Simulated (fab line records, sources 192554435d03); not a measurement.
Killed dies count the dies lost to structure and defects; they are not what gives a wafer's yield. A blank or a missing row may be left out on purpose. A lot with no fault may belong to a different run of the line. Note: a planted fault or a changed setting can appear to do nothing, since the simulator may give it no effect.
Split-lot experiment + flow n5Finfet + 39 wafers read from 7 lots, route of 1938 steps

## SPLIT DETAILS
At N5_SD_EPI_P_EPI_21 (deposits SiGe:B, time 355 s), the setting epiGrowthTimeS was moved away from the recipe's 355 s on 9 of the 39 wafers read, by -35.4% to +21.7%. For the rest of the wafers, this setting stayed at what the recipe calls for.

## FROM THE SPLIT TO THE READING: what the file shows between them, 5 steps
- N5_SD_EPI_P_EPI_MEAS_23
- N5_SD_EPI_P_HM_STRIP_48: strips SiNx in H3PO4, material SiNx, target depth 3 nm
- N5_SD_EPI_P_SRD_49: time 30 s
- N5_SD_ACTIVATION_RTA_00: time 0 s
- N5_SD_ACTIVATION_LSA_01: time 0.0008 s

## THE READING
Measured at N5_SD_ACTIVATION_RS_MEAS_03 by four-point probe: RS_SD_P, in ohm/sq. On this fab line, fault-free wafers typically give 55.7 ohm/sq with a standard deviation of 0.83 ohm/sq.

| wafer  | tool, chamber at the split | epiGrowthTimeS as run, s | against the recipe | RS_SD_P, ohm/sq | against lot-mates on the recipe |
|--------|----------------------------|--------------------------|--------------------|-----------------|---------------------------------|
| L074.1 | epiRpcvd-01, 0             | 355                      | recipe             | 55.5            | -                               |
| L074.2 | epiRpcvd-01, 0             | 355                      | recipe             | 55.6            | -                               |
| L074.3 | epiRpcvd-01, 0             | 355                      | recipe             | 55.6            | -                               |
| L074.4 | epiRpcvd-01, 0             | 355                      | recipe             | 55.3            | -                               |
| L074.5 | epiRpcvd-01, 0             | 355                      | recipe             | 56.4            | -                               |
| L074.6 | epiRpcvd-01, 0             | 355                      | recipe             | 56.6            | -                               |
| L086.1 | epiRpcvd-03, 0             | 298.9                    | -15.8%             | 61.0            | +5.5                            |
| L086.2 | epiRpcvd-03, 0             | 355                      | recipe             | 56.0            | -                               |
| L086.3 | epiRpcvd-03, 0             | 355                      | recipe             | 55.4            | -                               |
| L086.4 | epiRpcvd-03, 0             | 298.9                    | -15.8%             | 61.6            | +6.1                            |
| L086.5 | epiRpcvd-03, 0             | 298.9                    | -15.8%             | 60.6            | +5.1                            |
| L086.6 | epiRpcvd-03, 0             | 355                      | recipe             | 55.1            | -                               |
| L085.1 | epiRpcvd-04, 0             | 355                      | recipe             | 55.0            | -                               |
| L085.2 | epiRpcvd-04, 0             | 355                      | recipe             | 54.3            | -                               |
| L085.3 | epiRpcvd-04, 0             | 355                      | recipe             | 54.7            | -                               |
| L085.4 | epiRpcvd-04, 0             | 355                      | recipe             | 55.5            | -                               |
| L085.5 | epiRpcvd-04, 0             | 355                      | recipe             | 55.0            | -                               |
| L085.6 | epiRpcvd-04, 0             | 355                      | recipe             | 55.0            | -                               |
| L088.1 | epiRpcvd-04, 0             | 355                      | recipe             | 55.4            | -                               |
| L088.2 | epiRpcvd-04, 0             | 355                      | recipe             | 55.4            | -                               |
| L088.3 | epiRpcvd-04, 0             | 355                      | recipe             | 55.0            | -                               |
| L088.4 | epiRpcvd-04, 0             | 355                      | recipe             | 55.2            | -                               |
| L088.5 | epiRpcvd-04, 0             | 355                      | recipe             | 55.6            | -                               |
| L088.6 | epiRpcvd-04, 0             | 355                      | recipe             | 55.5            | -                               |
| L093.1 | epiRpcvd-03, 0             | 355                      | recipe             | 55.7            | -                               |
| L093.2 | epiRpcvd-03, 0             | 432.1                    | +21.7%             | 50.0            | -6.1                            |
| L093.3 | epiRpcvd-03, 0             | 355                      | recipe             | 56.9            | -                               |
| L093.4 | epiRpcvd-03, 0             | 355                      | recipe             | 55.6            | -                               |
| L093.5 | epiRpcvd-03, 0             | 432.1                    | +21.7%             | 49.5            | -6.6                            |
| L093.6 | epiRpcvd-03, 0             | 432.1                    | +21.7%             | 48.3            | -7.8                            |
| L095.1 | epiRpcvd-04, 0             | 229.5                    | -35.4%             | 80.4            | +24.0                           |
| L095.2 | epiRpcvd-04, 0             | 355                      | recipe             | 56.2            | -                               |
| L095.3 | epiRpcvd-04, 0             | 355                      | recipe             | 56.8            | -                               |
| L095.4 | epiRpcvd-04, 0             | 355                      | recipe             | 56.2            | -                               |
| L095.5 | epiRpcvd-04, 0             | 229.5                    | -35.4%             | 80.7            | +24.3                           |
| L095.6 | epiRpcvd-04, 0             | 229.5                    | -35.4%             | 80.9            | +24.5                           |
| L096.1 | epiRpcvd-03, 0             | 355                      | recipe             | 56.1            | -                               |
| L096.2 | epiRpcvd-03, 0             | 355                      | recipe             | 55.5            | -                               |
| L096.5 | epiRpcvd-03, 0             | 355                      | recipe             | 55.2            | -                               |

THE FIT
A straight line over all 39 wafers: RS_SD_P changes by -0.554 ohm/sq for each +1% of epiGrowthTimeS; r = -0.94; the points scatter about the line by 2.4 ohm/sq.
The same after taking each lot's own level away (the mean of its wafers on the recipe; 39 wafers): -0.547 ohm/sq for each +1%; r = -0.95; scatter 2.2 ohm/sq.
According to that fit, moving epiGrowthTimeS by its largest amount changes the reading by 19 ohm/sq.
The span of the lots' own levels, 54.92 to 56.40 ohm/sq, comes to 1.8 times the standard deviation stated above.
The two slopes agree, so the slope changes little with the lot-to-lot level.
Check: +18.7 ohm/sq against its lot-mates is what the line predicts for one of the wafers moved furthest among these (-35.4%) when that wafer is left out of the fit. It came out at +24 ohm/sq against them.

## THESE WAFERS: OTHER SPLITS
Other splits were also applied to these wafers ahead of the reading. Each is held against what the fit with the lots' levels taken away leaves over:
| other split on the same wafers        | wafers away from the commonest value | r with RS_SD_P (lot level and that fit taken away) |
|---------------------------------------|--------------------------------------|----------------------------------------------------|
| N5_ZERO_LAYER_DEVELOP_10 developTimeS | 18                                   | +0.13                                              |
| N5_FIN_SAQP_ETCH_65 timeS             | 15                                   | +0.20                                              |

## THE WHOLE CHAIN: every reading that the file lists as answering this split, in the file's order
| step                        | what it does                 | reading                                                                          | change (the file's fit)               | r (the file's) |
|-----------------------------|------------------------------|----------------------------------------------------------------------------------|---------------------------------------|----------------|
| N5_SD_EPI_P_EPI_21          | deposits SiGe:B, time 355 s  | SiGe-B_of_SD_EPI_P_EPI_21.thkNm (the simulator's own value, which no gauge read) | +0.474 nm for each +1% of the setting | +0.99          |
| N5_SD_EPI_P_EPI_MEAS_23     |                              | thkNm                                                                            | withheld for each +1% of the setting  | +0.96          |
| N5_SD_ACTIVATION_RS_MEAS_03 | measures by four-point-probe | RS_SD_P                                                                          | -0.555 for each +1% of the setting    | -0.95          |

## THE FILE'S OWN FIT
RS_SD_P changes by -0.555 ohm/sq for each +1% of epiGrowthTimeS, r = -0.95.
